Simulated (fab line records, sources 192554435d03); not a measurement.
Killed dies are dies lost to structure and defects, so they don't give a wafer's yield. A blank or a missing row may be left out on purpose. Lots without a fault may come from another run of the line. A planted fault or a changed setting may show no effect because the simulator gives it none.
Which tool did it? | flow n5_finfet | 11 lots, 33 wafers sampled, at 5 steps of a route of 1938

WHAT THE GAUGES READ, wafer by wafer
N5_BEOL_M15_RS_MEAS_54: measures by four-point-probe. Usual: M15_RS 0.0216 ohm/sq, standard deviation 0.00035.
lot  | measured     | on            | M15_RS (ohm/sq)      | flag
L504 | day 11 21:11 | film_metro-02 | 0.0217 0.0219 0.0219 |
L505 | day 12 02:07 | film_metro-01 | 0.0209 0.0218 0.0209 |
L507 | day 12 16:43 | film_metro-01 | 0.0219 0.0213 0.0218 |
L506 | day 12 17:34 | film_metro-01 | 0.0215 0.0219 0.0219 |
L511 | day 13 03:43 | film_metro-01 | 0.0220 0.0215 0.0212 |
L512 | day 13 16:44 | film_metro-01 | 0.0213 0.0217 0.0220 |
L514 | day 14 04:05 | film_metro-01 | 0.0211 0.0218 0.0210 |
L515 | day 14 12:11 | film_metro-01 | 0.0215 0.0210 0.0216 |
L516 | day 14 14:35 | film_metro-01 | 0.0211 0.0208 0.0217 |
L520 | day 15 09:14 | film_metro-01 | 0.0218 0.0219 0.0218 |
L521 | day 16 07:06 | film_metro-02 | 0.0215 0.0215 0.0219 |

N5_BEOL_M15_INSPECT_55: inspects for defects (darkfield). Usual: raw_defect_count 69, standard deviation 22.
lot  | measured     | on                | raw_defect_count | flag
L504 | day 11 21:13 | defect_inspect-02 | 68 56 65         |
L505 | day 12 02:08 | defect_inspect-01 | 59 62 50         |
L507 | day 12 16:44 | defect_inspect-01 | 89 53 76         |
L506 | day 12 17:35 | defect_inspect-02 | 61 57 42         |
L511 | day 13 03:44 | defect_inspect-02 | 81 63 93         |
L512 | day 13 16:46 | defect_inspect-02 | 57 41 73         |
L514 | day 14 04:07 | defect_inspect-02 | 53 74 60         |
L515 | day 14 12:13 | defect_inspect-01 | 50 30 55         |
L516 | day 14 14:37 | defect_inspect-01 | 78 111 64        |
L520 | day 15 09:15 | defect_inspect-01 | 125 102 79       |
L521 | day 16 07:08 | defect_inspect-02 | 123 87 42        |

N5_MIM_TOP_LITHO_OVL_MEAS_11. Usual: MIM_TOP_OVL -1 nm, standard deviation 5.5.
lot  | measured     | on         | MIM_TOP_OVL (nm) | flag
L504 | day 12 00:04 | overlay-02 | -7 -11 -6        |
L505 | day 12 07:09 | overlay-02 | 0 -2 2           |
L507 | day 12 19:17 | overlay-02 | 0 -4 -2          |
L506 | day 12 21:23 | overlay-01 | 4 10 10          |
L511 | day 13 08:43 | overlay-02 | 3 -1 4           |
L512 | day 13 21:02 | overlay-02 | -1 -7 -4         |
L514 | day 14 10:14 | overlay-02 | -3 4 5           |
L515 | day 14 15:55 | overlay-01 | -10 -9 -5        |
L516 | day 15 00:29 | overlay-01 | 0 -4 -1          |
L520 | day 15 16:47 | overlay-01 | 4 5 -1           |
L521 | day 16 12:21 | overlay-01 | 7 9 0            |

N5_PASSIVATION_CD_MEAS_10: target cd 3000 nm. Usual: cd_nm 2999.4 nm, standard deviation 1.7.
lot  | measured     | on        | cd_nm (nm)           | flag
L504 | day 12 02:16 | cd_sem-02 | 3003.0 3000.0 2999.5 |
L505 | day 12 10:07 | cd_sem-02 | 2998.9 2998.5 2997.7 |
L507 | day 13 02:07 | cd_sem-01 | 2996.7 2996.3 2998.2 |
L506 | day 13 03:53 | cd_sem-03 | 3002.1 2998.4 2999.6 |
L511 | day 13 11:02 | cd_sem-03 | 2999.3 2999.0 3001.5 |
L512 | day 13 23:21 | cd_sem-01 | 3005.6 3008.5 3007.7 | OFF
L514 | day 14 14:24 | cd_sem-01 | 2999.8 2999.4 2999.9 |
L515 | day 14 19:01 | cd_sem-03 | 3010.0 3009.2 3009.7 | OFF
L516 | day 15 04:18 | cd_sem-01 | 3007.4 3005.8 3006.6 | OFF
L520 | day 15 19:27 | cd_sem-01 | 2998.4 2997.6 3001.2 |
L521 | day 16 14:44 | cd_sem-01 | 3000.2 3001.4 2999.7 |

WHICH TOOL RAN EACH LOT (tool, then ch and the chambers of the sampled wafers, then the start)
lot  | N5_PASSIVATION_EXPOSE_07
L504 | krf_scanner-01 ch 0, day 12 02:06
L505 | krf_scanner-01 ch 0, day 12 09:56
L507 | krf_scanner-02 ch 0, day 13 01:57
L506 | krf_scanner-02 ch 0, day 13 03:42
L511 | krf_scanner-02 ch 0, day 13 10:52
L512 | krf_scanner-02 ch 0, day 13 23:11
L514 | krf_scanner-01 ch 0, day 14 14:13
L515 | krf_scanner-02 ch 0, day 14 18:51
L516 | krf_scanner-02 ch 0, day 15 04:08
L520 | krf_scanner-01 ch 0, day 15 19:16
L521 | krf_scanner-01 ch 0, day 16 14:34
- N5_PASSIVATION_EXPOSE_07: exposes mask TV, defocus 0 nm, target cd 3000 nm.

WHAT THE TOOLS THEMSELVES READ (means of the sampled wafers that have a number; where no wafer has one, the mark that the record gives instead)
N5_PASSIVATION_EXPOSE_07. Usual: exposure_dose_mJ_cm2 22.744, standard deviation 0.022; stage_vel_mm_s 500.00 mm/s, standard deviation 0.28.
lot  | tool           | exposure_dose_mJ_cm2 | stage_vel_mm_s (mm/s) | flag
L504 | krf_scanner-01 | 22.719               | 499.84                |
L505 | krf_scanner-01 | 22.761               | 499.86                |
L507 | krf_scanner-02 | 22.734               | 500.38                |
L506 | krf_scanner-02 | 22.717               | 499.67                |
L511 | krf_scanner-02 | 22.774               | 499.82                |
L512 | krf_scanner-02 | 23.731               | 499.88                | OFF
L514 | krf_scanner-01 | 22.745               | 500.20                |
L515 | krf_scanner-02 | 23.731               | 499.98                | OFF
L516 | krf_scanner-02 | 23.713               | 500.18                | OFF
L520 | krf_scanner-01 | 22.770               | 499.94                |
L521 | krf_scanner-01 | 22.723               | 500.10                |

THE ANSWER, worked out from the rows above alone
Rule: a lot is off if the mean of its wafers that have a number lies more than 3 standard deviations from the usual mean. A lot without any number at a reading at which 4 lots or more have one is off too. The other lots that the step has rows for count as sound. The gauges are gone through in route order, then the tools' own readings, and for those a lot's mean is taken as printed above. The first step at which some lot is off is used, and at that step the reading that is off furthest; a lot without a number counts as furthest.
Off: L512, L515, L516, at N5_PASSIVATION_CD_MEAS_10 (cd_nm).
A tool fits if, at a process step before that reading, it ran every lot that is off, and no sound lot after the first of them. The gauges at N5_PASSIVATION_CD_MEAS_10 aren't tried: what is off there is off at N5_PASSIVATION_EXPOSE_07 too, on other tools, and a gauge's error can't cause that. One fits: krf_scanner-02 at N5_PASSIVATION_EXPOSE_07. Its last sound lot is L511 (day 13 10:52), its first lot that is off L512 (day 13 23:11): a fault that began between those two fits.
The tool's own readings at N5_PASSIVATION_EXPOSE_07 bear it out: on the lots that are off they differ by more than 5 times the standard deviation of the sound lots' means. exposure_dose_mJ_cm2 reads 23.725 there against 22.743 on the sound lots.

WHAT THE SIMULATOR HAD PUT IN
Process parameter drift: krf_scanner-02, from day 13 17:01 on, at N5_PASSIVATION_EXPOSE_07. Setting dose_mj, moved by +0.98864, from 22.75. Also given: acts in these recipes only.
Lots struck among those shown: L512, L515, L516. The rule above found the same.
